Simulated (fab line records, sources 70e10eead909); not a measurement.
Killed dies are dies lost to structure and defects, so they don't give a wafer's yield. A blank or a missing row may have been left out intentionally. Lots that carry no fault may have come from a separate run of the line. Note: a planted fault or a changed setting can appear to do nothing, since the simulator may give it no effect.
Which tool is to blame? :: flow nand_harc :: 13 lots with 39 wafers sampled at 5 steps, on a route of 1302 steps

## WHAT EACH GAUGE READ, for each wafer
NHARC_END_SORT_01. Usual: killed_at_array 52, standard deviation 17; killed_at_other 0.9, standard deviation 1.2; killed_at_periphery 3.9, standard deviation 2.7; killed_dies 57, standard deviation 16; killed_open 3.3, standard deviation 1.9; killed_short 2.5, standard deviation 1.5.
lot: L688
measured: day 25 10:02
on: prober-01
killed_at_array: 87 75 87
killed_at_other: 0 0 0
killed_at_periphery: 6 5 3
killed_dies: 93 80 90
killed_open: 8 3 3
killed_short: 3 1 2
flag: 

lot: L700
measured: day 29 07:08
on: prober-01
killed_at_array: 47 60 45
killed_at_other: 5 6 1
killed_at_periphery: 4 5 1
killed_dies: 56 71 47
killed_open: 3 2 2
killed_short: 4 3 2
flag: 

lot: L699
measured: day 29 06:17
on: prober-02
killed_at_array: 25 30 132
killed_at_other: 2 1 3
killed_at_periphery: 12 8 7
killed_dies: 39 39 142
killed_open: 3 2 5
killed_short: 2 2 1
flag: 

lot: L707
measured: day 34 14:02
on: prober-02
killed_at_array: 42 44 40
killed_at_other: 0 0 0
killed_at_periphery: 6 5 6
killed_dies: 48 49 46
killed_open: 1 1 3
killed_short: 3 2 1
flag: 

## TOOL THAT RAN EACH LOT (tool first, then ch and the chambers of the sampled wafers, then the start)
lot: L687
NHARC_A_STAIRCASE_STRIP_255: wet_bench-01 ch 0,3,4, day 16 08:33
NHARC_THIN_TSV_PVD_51: pvd_sputter-02, day 24 03:38 or earlier
NHARC_THIN_TSV_DEGAS_53: pvd_sputter-02, day 24 03:38
NHARC_THIN_TSV_ETCH_59: rie_metal-03 ch 0,1, day 24 05:03

lot: L688
NHARC_A_STAIRCASE_STRIP_255: wet_bench-02 ch 3,6,7, day 16 17:13
NHARC_THIN_TSV_PVD_51: pvd_sputter-03, day 25 00:28 or earlier
NHARC_THIN_TSV_DEGAS_53: pvd_sputter-03, day 25 00:28
NHARC_THIN_TSV_ETCH_59: rie_metal-03 ch 0,1, day 25 01:55

lot: L690
NHARC_A_STAIRCASE_STRIP_255: wet_bench-09 ch 3,4,7, day 17 11:56
NHARC_THIN_TSV_PVD_51: pvd_sputter-01, day 24 23:04 or earlier
NHARC_THIN_TSV_DEGAS_53: pvd_sputter-01, day 24 23:04
NHARC_THIN_TSV_ETCH_59: rie_metal-03 ch 0,1, day 25 00:31

lot: L693
NHARC_A_STAIRCASE_STRIP_255: wet_bench-01 ch 1,2,3, day 19 00:03
NHARC_THIN_TSV_PVD_51: pvd_sputter-02, day 26 12:08 or earlier
NHARC_THIN_TSV_DEGAS_53: pvd_sputter-02, day 26 12:08
NHARC_THIN_TSV_ETCH_59: rie_metal-02 ch 0,1, day 26 13:38

lot: L694
NHARC_A_STAIRCASE_STRIP_255: wet_bench-02 ch 1,2,7, day 19 10:28
NHARC_THIN_TSV_PVD_51: pvd_sputter-02, day 27 13:06 or earlier
NHARC_THIN_TSV_DEGAS_53: pvd_sputter-02, day 27 13:06
NHARC_THIN_TSV_ETCH_59: rie_metal-01 ch 0,1, day 27 14:25

lot: L695
NHARC_A_STAIRCASE_STRIP_255: wet_bench-09 ch 4,5,7, day 19 18:55
NHARC_THIN_TSV_PVD_51: pvd_sputter-01, day 27 14:31 or earlier
NHARC_THIN_TSV_DEGAS_53: pvd_sputter-01, day 27 14:31
NHARC_THIN_TSV_ETCH_59: rie_metal-03 ch 0,1, day 27 15:51

lot: L697
NHARC_A_STAIRCASE_STRIP_255: wet_bench-09 ch 0,3,7, day 20 14:31
NHARC_THIN_TSV_PVD_51: pvd_sputter-03, day 28 11:20 or earlier
NHARC_THIN_TSV_DEGAS_53: pvd_sputter-02, day 28 11:20
NHARC_THIN_TSV_ETCH_59: rie_metal-01 ch 0,1, day 28 12:52

lot: L700
NHARC_A_STAIRCASE_STRIP_255: wet_bench-09 ch 0,1,7, day 21 03:56
NHARC_THIN_TSV_PVD_51: pvd_sputter-03, day 28 14:38 or earlier
NHARC_THIN_TSV_DEGAS_53: pvd_sputter-02, day 28 14:38
NHARC_THIN_TSV_ETCH_59: rie_metal-02 ch 0,1, day 28 16:09

lot: L699
NHARC_A_STAIRCASE_STRIP_255: wet_bench-09 ch 0,3,7, day 21 05:40
NHARC_THIN_TSV_PVD_51: pvd_sputter-02, day 28 15:43 or earlier
NHARC_THIN_TSV_DEGAS_53: pvd_sputter-01, day 28 15:43
NHARC_THIN_TSV_ETCH_59: rie_metal-03 ch 0,1, day 28 17:01

lot: L708
NHARC_A_STAIRCASE_STRIP_255: wet_bench-02 ch 2,3,4, day 25 15:20
NHARC_THIN_TSV_PVD_51: pvd_sputter-02, day 33 08:01 or earlier
NHARC_THIN_TSV_DEGAS_53: pvd_sputter-01, day 33 08:01
NHARC_THIN_TSV_ETCH_59: rie_metal-02 ch 0,1, day 33 09:27

lot: L707
NHARC_A_STAIRCASE_STRIP_255: wet_bench-09 ch 0,2,4, day 25 17:44
NHARC_THIN_TSV_PVD_51: pvd_sputter-01, day 33 16:51 or earlier
NHARC_THIN_TSV_DEGAS_53: pvd_sputter-02, day 33 16:51
NHARC_THIN_TSV_ETCH_59: rie_metal-03 ch 0,1, day 33 18:16

lot: L709
NHARC_A_STAIRCASE_STRIP_255: wet_bench-01 ch 0,1,7, day 25 22:53
NHARC_THIN_TSV_PVD_51: pvd_sputter-02, day 34 03:53 or earlier
NHARC_THIN_TSV_DEGAS_53: pvd_sputter-02, day 34 03:53
NHARC_THIN_TSV_ETCH_59: rie_metal-02 ch 0,1, day 34 05:19

lot: L710
NHARC_A_STAIRCASE_STRIP_255: wet_bench-01 ch 2,4,5, day 26 09:10
NHARC_THIN_TSV_PVD_51: pvd_sputter-02, day 33 15:56 or earlier
NHARC_THIN_TSV_DEGAS_53: pvd_sputter-01, day 33 15:56
NHARC_THIN_TSV_ETCH_59: rie_metal-03 ch 0,1, day 33 17:13
- NHARC_A_STAIRCASE_STRIP_255: strips in SPM, time 900 s.
- NHARC_THIN_TSV_PVD_51: deposits Cu, target thk 100 nm.
- NHARC_THIN_TSV_DEGAS_53: time 60 s.
- NHARC_THIN_TSV_ETCH_59: etches the open film in Cl2/BCl3, target depth 880 nm, time 138.1 s.

## AS READ BY THE TOOLS THEMSELVES (means over the sampled wafers that have a number; for cases with no such wafer, the mark the record gives instead)
NHARC_THIN_TSV_PVD_51. Usual: throttle_valve_pct at 30.1 %, with a standard deviation of 1.1.
lot: L687
tool: pvd_sputter-02
throttle_valve_pct (%): 31.5
flag: 

lot: L688
tool: pvd_sputter-03
throttle_valve_pct (%): 29.9
flag: 

lot: L690
tool: pvd_sputter-01
throttle_valve_pct (%): 29.6
flag: 

lot: L693
tool: pvd_sputter-02
throttle_valve_pct (%): 31.1
flag: 

lot: L694
tool: pvd_sputter-02
throttle_valve_pct (%): 29.2
flag: 

lot: L695
tool: pvd_sputter-01
throttle_valve_pct (%): 29.8
flag: 

lot: L697
tool: pvd_sputter-03
throttle_valve_pct (%): 31.2
flag: 

lot: L700
tool: pvd_sputter-03
throttle_valve_pct (%): 30.1
flag: 

lot: L699
tool: pvd_sputter-02
throttle_valve_pct (%): 30.6
flag: 

lot: L708
tool: pvd_sputter-02
throttle_valve_pct (%): 30.3
flag: 

lot: L707
tool: pvd_sputter-01
throttle_valve_pct (%): 29.0
flag: 

lot: L709
tool: pvd_sputter-02
throttle_valve_pct (%): 30.4
flag: 

lot: L710
tool: pvd_sputter-02
throttle_valve_pct (%): 29.9
flag: 

NHARC_THIN_TSV_DEGAS_53. Usual: heater_power_w at 469 W, with a standard deviation of 59.
lot: L687
tool: pvd_sputter-02
heater_power_w (W): 444
flag: 

lot: L688
tool: pvd_sputter-03
heater_power_w (W): 477
flag: 

lot: L690
tool: pvd_sputter-01
heater_power_w (W): 458
flag: 

lot: L693
tool: pvd_sputter-02
heater_power_w (W): 440
flag: 

lot: L694
tool: pvd_sputter-02
heater_power_w (W): 443
flag: 

lot: L695
tool: pvd_sputter-01
heater_power_w (W): 554
flag: 

lot: L697
tool: pvd_sputter-02
heater_power_w (W): 447
flag: 

lot: L700
tool: pvd_sputter-02
heater_power_w (W): 463
flag: 

lot: L699
tool: pvd_sputter-01
heater_power_w (W): 512
flag: 

lot: L708
tool: pvd_sputter-01
heater_power_w (W): 457
flag: 

lot: L707
tool: pvd_sputter-02
heater_power_w (W): 447
flag: 

lot: L709
tool: pvd_sputter-02
heater_power_w (W): 455
flag: 

lot: L710
tool: pvd_sputter-01
heater_power_w (W): 505
flag: 

NHARC_THIN_TSV_ETCH_59. Usual: drypump_motor_current_A 5.6 A, standard deviation 0.6; he_backside_leak_sccm 3.3 sccm, standard deviation 0.36; oes_product_au 0.997 a.u., standard deviation 0.0085; rf_fwd_power_W 896 W, standard deviation 3.2; throttle_valve_pct 22.265 %, standard deviation 0.0098.
lot: L687
tool: rie_metal-03
drypump_motor_current_A (A): 5.5
he_backside_leak_sccm (sccm): 3.2
oes_product_au (a.u.): 0.998
rf_fwd_power_W (W): 900
throttle_valve_pct (%): 22.281
flag: 

lot: L688
tool: rie_metal-03
drypump_motor_current_A (A): 5.2
he_backside_leak_sccm (sccm): 3.1
oes_product_au (a.u.): 1.003
rf_fwd_power_W (W): 900
throttle_valve_pct (%): 22.264
flag: 

lot: L690
tool: rie_metal-03
drypump_motor_current_A (A): 5.2
he_backside_leak_sccm (sccm): 3.8
oes_product_au (a.u.): 0.992
rf_fwd_power_W (W): 894
throttle_valve_pct (%): 22.257
flag: 

lot: L693
tool: rie_metal-02
drypump_motor_current_A (A): 6.1
he_backside_leak_sccm (sccm): 3.3
oes_product_au (a.u.): 0.985
rf_fwd_power_W (W): 893
throttle_valve_pct (%): 22.265
flag: 

lot: L694
tool: rie_metal-01
drypump_motor_current_A (A): 5.0
he_backside_leak_sccm (sccm): 3.2
oes_product_au (a.u.): 0.998
rf_fwd_power_W (W): 895
throttle_valve_pct (%): 22.269
flag: 

lot: L695
tool: rie_metal-03
drypump_motor_current_A (A): 5.5
he_backside_leak_sccm (sccm): 3.0
oes_product_au (a.u.): 0.995
rf_fwd_power_W (W): 896
throttle_valve_pct (%): 22.261
flag: 

lot: L697
tool: rie_metal-01
drypump_motor_current_A (A): 5.0
he_backside_leak_sccm (sccm): 3.1
oes_product_au (a.u.): 1.003
rf_fwd_power_W (W): 892
throttle_valve_pct (%): 22.258
flag: 

lot: L700
tool: rie_metal-02
drypump_motor_current_A (A): 6.0
he_backside_leak_sccm (sccm): 3.5
oes_product_au (a.u.): 0.992
rf_fwd_power_W (W): 893
throttle_valve_pct (%): 22.257
flag: 

lot: L699
tool: rie_metal-03
drypump_motor_current_A (A): 5.2
he_backside_leak_sccm (sccm): 3.1
oes_product_au (a.u.): 0.993
rf_fwd_power_W (W): 898
throttle_valve_pct (%): 22.260
flag: 

lot: L708
tool: rie_metal-02
drypump_motor_current_A (A): 6.0
he_backside_leak_sccm (sccm): 3.3
oes_product_au (a.u.): 0.997
rf_fwd_power_W (W): 892
throttle_valve_pct (%): 22.261
flag: 

lot: L707
tool: rie_metal-03
drypump_motor_current_A (A): 5.5
he_backside_leak_sccm (sccm): 3.1
oes_product_au (a.u.): 0.998
rf_fwd_power_W (W): 895
throttle_valve_pct (%): 22.262
flag: 

lot: L709
tool: rie_metal-02
drypump_motor_current_A (A): 6.0
he_backside_leak_sccm (sccm): 3.3
oes_product_au (a.u.): 0.996
rf_fwd_power_W (W): 895
throttle_valve_pct (%): 22.258
flag: 

lot: L710
tool: rie_metal-03
drypump_motor_current_A (A): 5.2
he_backside_leak_sccm (sccm): 3.1
oes_product_au (a.u.): 1.013
rf_fwd_power_W (W): 895
throttle_valve_pct (%): 22.264
flag: 

## THE ANSWER, worked out from the rows above alone
Rule: a lot counts as off when the mean over its wafers that have a number is more than 3 standard deviations away from the usual mean. A lot without any number at a reading at which 4 lots or more have one is off too. The other lots that the step has rows for count as sound. Order of review: gauges by route order, followed by the tools' own readings, for which a lot's mean as printed above is used. At the first step where some lot is off, the reading lying furthest off is the one used; lots without a number count as furthest.
No lot is off at any reading shown: from this, nothing can be told.

## WHAT WAS PUT IN BY THE SIMULATOR
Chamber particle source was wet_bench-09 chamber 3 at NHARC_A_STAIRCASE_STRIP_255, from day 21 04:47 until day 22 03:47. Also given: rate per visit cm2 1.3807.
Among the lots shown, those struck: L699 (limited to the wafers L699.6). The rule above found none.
